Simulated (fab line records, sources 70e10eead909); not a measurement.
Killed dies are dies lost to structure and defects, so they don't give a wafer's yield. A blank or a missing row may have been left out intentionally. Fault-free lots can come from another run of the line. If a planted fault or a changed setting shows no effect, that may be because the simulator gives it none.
fab line records	flow nand_harc
[record] lots = 7	wafers = 18	last_day = 33
route steps=1302 shown A_WL_FILL@960 END@1302
lots that met no fault: taken from a fault-free run of the same line
start_h: the number of hours between the record's first day and the start of the first shown wafer of the lot	wait_h: hours since the lot's step before	" the same as in the row above	L1.1+2: several wafers, shown together as one row	- either no value or no given start	* or withheld: withheld	< > ~ a bound
route shown NAME@n: NAME is a module with steps in the file, n the number in the route of the first one	usual: mean/standard deviation of fault-free wafers	same: alike in all rows	chamber/n: place in a boat	sites: the reading at each site	_std_site: their standard deviation	_edge_site: mean of outer sites minus mean of inner sites	radius_mm: for every site, how far away it sits from the centre of the wafer	mask NAME#n: copy n	behind: tool/chamber where the wafer was last shaped	hold: reason for holding the lot/hours on hold/outcome of the hold	device: whichever transistor did not switch (one of n, p or np)	end of line: the tests these same wafers got at the end of their route	for a step that has no rows: nothing shown but its recipe	killed: at the first sort, the dies lost to defects and structure; wafer yield is something else	map: shows each die of a wafer: x if killed, . if not, _ if none is there
set.NAME: the setting as run; set.NAME@STEP: as run at that earlier step	model.NAME: the simulator's own value behind a step, which no gauge read
lots seen at some steps along the route; tables by step, rows by wafer
services: when a tool's chamber went out of use (start_h, in hours from the record's first day, below 0 if earlier), for how many hours, and the reason
[[steps]]
[step NHARC_A_WL_FILL_STRIP_28]
[recipe] time_s = 1200	temp_c = 72.5	chemistry = post_etch_residue_remover
[step NHARC_A_WL_FILL_PRECLEAN_06]
[recipe] time_s = 300	chemistry = DIW
[step NHARC_A_WL_FILL_SRD_07]
[step NHARC_A_WL_FILL_ANNEAL_08]
[recipe] temp_c = 450	time_s = 1800
[step NHARC_A_WL_FILL_ALD_10]
[recipe] target_thk_a = 500	pulse_time_s = 10	ald_cycles = 500	temp_c = 300	material = SiO2
[usual] heater_power_w = 466/62	precursor_pulse_height_rel = 1.003/0.022	susceptor_temp_C = 300.01/0.17
lot.wafer	tool	chamber	start_h	wait_h	heater_power_w	precursor_pulse_height_rel	susceptor_temp_C
L432.3	ald_hk-01	0	497.80	0.4	414	0.995	299.55
L432.4	"	1	"	"	383	1.041	299.56
L432.6	"	0	499.88	2.4	405	0.995	299.98
L439.1	ald_hk-02	0	549.41	1.6	484	1.016	299.81
L439.5	"	1	"	"	498	0.969	299.93
L440.6	ald_hk-02	0	555.39	2.1	495	1.028	300.22
L440.5	"	1	"	"	481	0.973	299.91
L442.1	ald_hk-01	0	586.13	0.6	402	0.994	300.30
L442.6	"	0	588.20	2.6	410	1.001	300.06
L446.3	ald_hk-04	0	624.18	2.1	428	1.033	299.74
L446.4	"	1	625.21	3.2	654	1.001	299.67
L446.6	"	2	626.25	4.2	466	0.988	299.62
L449.1	ald_hk-01	3	656.75	1.1	394	1.020	299.93
L449.4	"	0	"	"	418	0.990	299.89
L449.5	"	2	658.29	2.6	490	0.977	300.06
L451.2	ald_hk-04	3	679.39	1.1	486	1.019	299.89
L451.4	"	0	"	"	443	1.004	300.12
L451.5	"	2	680.95	2.7	483	0.994	299.94
[step NHARC_A_WL_FILL_ETCHBACK_16]
[recipe] target_depth_a = 1200	time_s = 24	c4f8_flow_sccm = withheld	o2_flow_sccm = 8	ar_flow_sccm = withheld	rf_w = 600	bias_w = 800	chemistry = C4F8/O2/Ar
[usual] oes_product_au = 0.982/0.028	rf_vpp_V = 724/3.5	run_length_s = 45.2/0.51
lot.wafer	tool	chamber	start_h	wait_h	oes_product_au	rf_hours_counter_h	rf_vpp_V	run_length_s
L432.4	rie_diel-01	1	-	-	0.981	3.5	718	44.6
L432.3	"	2	"	"	0.981	3.8	724	45.4
L432.6	"	1	"	"	0.979	-	718	44.9
L439.1	rie_diel-11	2	-	-	0.992	7.8	725	44.8
L439.5	"	0	"	"	0.997	-	724	44.4
L440.6	rie_diel-02	2	-	-	1.006	-	719	45.1
L440.5	"	3	"	"	1.006	-	724	45.3
L442.1	rie_diel-02	3	-	-	0.967	0.6	725	45.2
L442.6	"	2	"	"	0.968	-	719	45.1
L446.4	rie_diel-11	1	-	-	0.989	2.1	723	44.7
L446.3	"	3	"	"	1.008	2.1	730	46.1
L446.6	"	0	"	"	0.996	-	724	44.8
L449.1	rie_diel-01	2	-	-	1.001	4.0	723	46.2
L449.4	"	0	"	"	0.993	4.1	727	44.6
L449.5	"	3	"	"	0.994	-	719	46.0
L451.2	rie_diel-11	3	-	-	1.004	6.0	730	46.3
L451.4	"	3	"	"	1.001	-	730	45.8
L451.5	"	2	"	"	1.004	-	724	44.6
[step NHARC_A_WL_FILL_STRIP_29]
[recipe] time_s = 20	o2_flow_sccm = 500	ar_flow_sccm = 0	bias_w = 0	chemistry = O2
[usual] drypump_motor_current_A = 5.9/0.47	oes_product_au = 1.000/0.0073	rf_vpp_V = 57.8/0.91	showerhead_plenum_p_Torr = 3.55/0.12	throttle_valve_pct = 17.036/0.01
lot.wafer	tool	chamber	start_h	wait_h	drypump_motor_current_A	oes_product_au	rf_hours_counter_h	rf_vpp_V	showerhead_plenum_p_Torr	throttle_valve_pct
L432.3	rie_diel-01	2	502.58	0.1	5.6	0.992	3.8	57.9	3.53	17.054
L432.4	"	0	"	"	6.1	1.002	3.5	58.3	3.71	17.043
L432.6	"	3	"	"	5.6	0.998	-	56.5	3.40	17.051
L439.1	rie_diel-11	1	552.62	0.1	6.0	1.002	7.8	59.4	3.51	17.044
L439.5	"	0	"	"	5.8	0.983	-	58.1	3.59	17.030
L440.5	rie_diel-02	2	558.10	0.1	5.4	0.984	-	57.6	3.37	17.038
L440.6	"	3	"	"	6.2	0.997	-	57.1	3.57	17.037
L442.1	rie_diel-02	2	590.37	0.1	5.4	1.005	0.6	57.3	3.37	17.052
L442.6	"	3	"	"	6.2	0.992	-	57.3	3.57	17.042
L446.4	rie_diel-11	3	630.00	0.1	5.3	0.990	2.1	58.3	3.76	17.035
L446.3	"	2	"	"	5.8	0.990	0.6	57.7	3.60	17.044
L446.6	"	3	"	"	5.3	1.001	-	59.3	3.76	17.031
L449.1	rie_diel-01	0	660.45	0.1	6.1	1.003	4.2	58.1	3.70	17.028
L449.4	"	3	"	"	5.6	0.996	3.5	57.4	3.40	17.033
L449.5	"	0	"	"	6.1	0.987	-	58.3	3.70	17.050
L451.2	rie_diel-11	2	683.15	0.1	5.8	0.998	4.6	58.2	3.60	17.043
L451.4	"	1	"	"	6.0	0.999	-	58.0	3.51	17.024
L451.5	"	3	"	"	5.3	1.001	-	58.7	3.76	17.031
[step NHARC_A_WL_FILL_ETCHBACK_17]
[recipe] target_depth_a = 40	time_s = 26.7	chemistry = Cl2/BCl3
[usual] drypump_motor_current_A = 5.72/0.3	he_backside_leak_sccm = 3.3/0.32	oes_product_au = 1.002/0.0081	run_length_s = 48.0/0.48
lot.wafer	tool	chamber	start_h	wait_h	drypump_motor_current_A	he_backside_leak_sccm	oes_product_au	rf_hours_counter_h	run_length_s
L432.4	rie_metal-01	1	502.71	-	5.70	3.4	1.006	-	47.7
L432.3	"	0	"	"	5.18	3.1	1.008	-	48.4
L432.6	"	1	"	"	5.71	3.5	1.003	-	47.5
L439.1	rie_metal-03	0	552.72	-	6.10	3.6	1.008	0.9	47.4
L439.5	"	0	"	"	6.11	3.8	1.003	-	47.8
L440.5	rie_metal-03	0	558.25	-	6.08	3.9	1.007	-	47.5
L440.6	"	1	"	"	5.85	3.0	1.012	-	48.5
L442.1	rie_metal-01	0	590.45	-	5.17	3.1	1.006	0.4	47.9
L442.6	"	1	"	"	5.72	3.5	1.001	-	48.1
L446.3	rie_metal-02	0	630.13	-	5.60	3.4	0.993	-	47.5
L446.4	"	1	"	"	5.65	3.3	1.015	-	48.9
L446.6	"	0	"	"	5.63	3.4	1.003	-	47.3
L449.1	rie_metal-02	0	660.56	-	5.63	3.1	1.005	0.3	47.6
L449.4	"	1	"	"	5.64	3.3	1.009	-	48.8
L449.5	"	1	"	"	5.63	3.5	1.003	-	48.4
L451.2	rie_metal-02	0	683.26	-	5.62	3.3	1.007	0.6	47.2
L451.4	"	0	"	"	5.60	3.2	1.002	-	47.1
L451.5	"	0	"	"	5.59	3.3	0.994	-	47.6
[step NHARC_A_WL_FILL_PRECLEAN_18]
[recipe] time_s = 30	chemistry = dHF
[step NHARC_A_WL_FILL_SRD_21]
[step NHARC_A_WL_FILL_CVD_23]
[recipe] target_thk_a = 400	temp_c = 620	pressure_mtorr = 200	time_s = 800	material = poly-Si
[step NHARC_A_WL_FILL_ETCHBACK_26]
[recipe] target_depth_a = 520	time_s = 13.3	hbr_flow_sccm = 150	rf_w = 350	icp_w = 350	bias_w = 60	chemistry = HBr
[usual] drypump_motor_current_A = 5.5/0.38	he_backside_leak_sccm = 2.69/0.21	oes_product_au = 1.001/0.0063	run_length_s = 34.4/0.39	throttle_valve_pct = 23.267/0.0097
lot.wafer	tool	chamber	start_h	wait_h	drypump_motor_current_A	he_backside_leak_sccm	oes_product_au	rf_hours_counter_h	run_length_s	throttle_valve_pct
L432.3	rie_si-04	1	507.92	0.4	5.8	2.88	0.989	0.1	34.4	23.238
L432.4	"	2	"	"	5.0	2.30	1.000	0.1	33.9	23.261
L432.6	"	3	"	"	5.7	2.59	0.996	-	34.0	23.254
L439.1	rie_si-01	1	557.97	0.4	4.9	2.42	1.007	0.2	30.9	23.269
L439.5	"	1	"	"	4.9	2.42	1.009	-	30.4	23.282
L440.6	rie_si-01	3	563.49	0.4	5.2	2.81	1.006	-	34.3	23.262
L440.5	"	0	"	"	5.8	2.35	0.991	-	29.7	23.254
L442.1	rie_si-01	1	595.70	0.4	4.9	2.58	1.011	0.5	30.5	23.259
L442.6	"	3	"	"	5.2	2.95	1.008	-	34.5	23.264
L446.4	rie_si-04	3	633.20	0.4	5.7	2.58	1.000	0.8	34.5	23.265
L446.3	"	1	"	"	5.8	2.93	1.003	0.9	35.0	23.281
L446.6	"	2	"	"	5.0	2.38	0.994	-	34.5	23.267
L449.1	rie_si-01	0	665.78	0.4	5.7	2.49	0.994	0.9	33.8	23.273
L449.4	"	1	"	"	4.9	2.46	1.013	1.0	34.4	23.262
L449.5	"	2	"	"	5.1	2.67	1.000	-	34.7	23.269
L451.4	rie_si-04	2	688.32	0.4	5.0	2.25	0.997	0.1	34.3	23.249
L451.2	"	3	"	"	5.7	2.71	1.005	0.1	34.4	23.267
L451.5	"	3	"	"	5.6	2.62	1.008	-	34.9	23.275
[step NHARC_A_WL_FILL_PRECLEAN_30]
[recipe] time_s = 10	chemistry = dHF
[step NHARC_END_SORT_01]
[recipe] temp_c = 25
[usual] killed_at_array = 47/14	killed_at_other = 0.5/0.72	killed_at_periphery = 4/3.1	killed_dies = 52/15	killed_open = 3.2/1.9	killed_short = 2.4/1.7
[same] gross_dies = 677
lot.wafer	tool	chamber	start_h	wait_h	killed_at_array	killed_at_other	killed_at_periphery	killed_dies	killed_open	killed_short
L432.3	prober-01	0	586.03	3.1	53	0	3	56	2	4
L432.4	prober-01	0	586.82	3.4	51	0	0	51	5	3
L432.6	prober-01	0	588.42	4.0	47	0	0	47	3	2
L451.2	prober-02	0	792.99	2.8	56	0	10	66	2	3
L451.4	prober-02	0	794.60	3.4	68	0	7	75	3	5
L451.5	prober-02	0	795.40	3.7	30	0	3	33	2	0
// killed by level:class
L432.3 A_CHANNEL_HOLE_D2:chamber_film_flake=26 A_SLIT:chamber_film_flake=19 A_CHANNEL_HOLE_D1:chamber_film_flake=2 P_CONTACT:geometric_particle:short=1 P_CONTACT:geometric_particle:open=1 A_SOURCE_PLATE:geometric_particle:short=1 A_DECK1_JOINT:geometric_particle:short=1 A_DECK1_JOINT:geometric_particle:open=1
L432.4 A_CHANNEL_HOLE_D2:chamber_film_flake=23 A_SLIT:chamber_film_flake=12 A_CONTACT:chamber_film_flake=3 A_ONON_D2:geometric_particle:open=2 A_ONON_D2:geometric_particle:short=2 A_CHANNEL_HOLE_D1:geometric_particle:short=1 A_DECK1_JOINT:geometric_particle:open=1 A_CHANNEL_FILL_D2:geometric_particle:open=1
L432.6 A_CHANNEL_HOLE_D2:chamber_film_flake=21 A_SLIT:chamber_film_flake=16 A_ONON_D1:geometric_particle:short=2 A_WL_FILL:geometric_particle:open=1 A_CONTACT:geometric_particle:open=1 A_M0:geometric_particle:open=1 A_CHANNEL_HOLE_D1:chamber_film_flake=1 A_DECK1_JOINT:chamber_film_flake=1
L451.2 A_SLIT:chamber_film_flake=26 A_CHANNEL_HOLE_D1:chamber_film_flake=7 A_CHANNEL_HOLE_D2:chamber_film_flake=7 A_CONTACT:chamber_film_flake=6 P_M1:chamber_film_flake=5 A_CHANNEL_FILL_D1:chamber_film_flake=4 P_GATE:chamber_film_flake=3 P_STI:geometric_particle:open=1
L451.4 A_CHANNEL_HOLE_D2:chamber_film_flake=26 A_SLIT:chamber_film_flake=12 A_CHANNEL_HOLE_D1:chamber_film_flake=6 A_CONTACT:chamber_film_flake=6 P_GATE:chamber_film_flake=5 A_STAIRCASE:chamber_film_flake=5 A_CHANNEL_FILL_D1:geometric_particle:short=2 A_DECK1_JOINT:geometric_particle:short=2
L451.5 A_SLIT:chamber_film_flake=11 A_CONTACT:chamber_film_flake=5 A_CHANNEL_HOLE_D1:chamber_film_flake=4 A_CHANNEL_HOLE_D2:chamber_film_flake=4 A_STAIRCASE:chamber_film_flake=3 P_GATE:chamber_film_flake=2 A_SOURCE_PLATE:geometric_particle:open=1 A_M0:geometric_particle:open=1
[[services]]
tool	chamber	start_h	hours	kind
rie_diel-11	1	494.12	7.3	repair
rie_si-04	-	495.00	9.0	pm
rie_diel-02	1	496.66	2.4	repair
rie_diel-02	-	497.31	0.4	repair
rie_diel-02	2	501.78	12.5	repair
rie_si-01	-	523.00	9.0	pm
rie_si-04	0	532.52	5.4	repair
rie_diel-01	-	533.87	9.0	pm
rie_diel-01	3	545.36	9.9	repair
rie_diel-02	-	546.70	9.0	pm
rie_metal-01	-	551.00	9.0	pm
rie_si-01	-	559.92	0.2	repair
rie_diel-11	-	585.50	9.0	pm
rie_diel-02	1	592.77	2.6	repair
ald_hk-04	-	593.76	10.0	pm
rie_diel-02	-	600.23	2.8	repair
rie_diel-11	2	600.99	13.4	repair
rie_metal-02	-	607.00	9.0	pm
rie_diel-11	3	608.11	3.4	repair
rie_diel-11	0	632.39	67.0	repair
rie_diel-01	3	633.70	3.9	repair
ald_hk-01	-	634.94	10.0	pm
rie_metal-02	-	668.49	0.2	repair
rie_si-04	-	672.00	9.0	pm
[[key]]
[first_sign] step = NHARC_A_WL_FILL_ETCHBACK_26	reading = run_length_s	direction = down	sigmas = 10	usual = *	struck = *
effect none on later readings
met_at NHARC_A_WL_FILL_ETCHBACK_26
struck_wafers L439.1,L439.5,L440.5,L442.1
sort_left_out L439.1,L439.5,L440.5
tester_left_out L439,L440,L442
[fault] kind = process_parameter_drift	tool = rie_si-01	chamber = -	onset_h = 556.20	steps = NHARC_A_WL_FILL_ETCHBACK_26	channel = time_s	offset = *	shape = step	end_h = 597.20	scope = struck_wafers_only	acts_in = *	stated = *
// tester_left_out: of these lots the tester's yield and bins aren't shown, on N5 and GAA mostly nor the transistor test; their killed dies are dies lost to structure and defects alone, not to doping, threshold or leakage, so they don't give the yield
// sort_left_out: the simulated sort isn't trusted on such a fault, so these wafers' sort isn't shown, and their yield isn't known
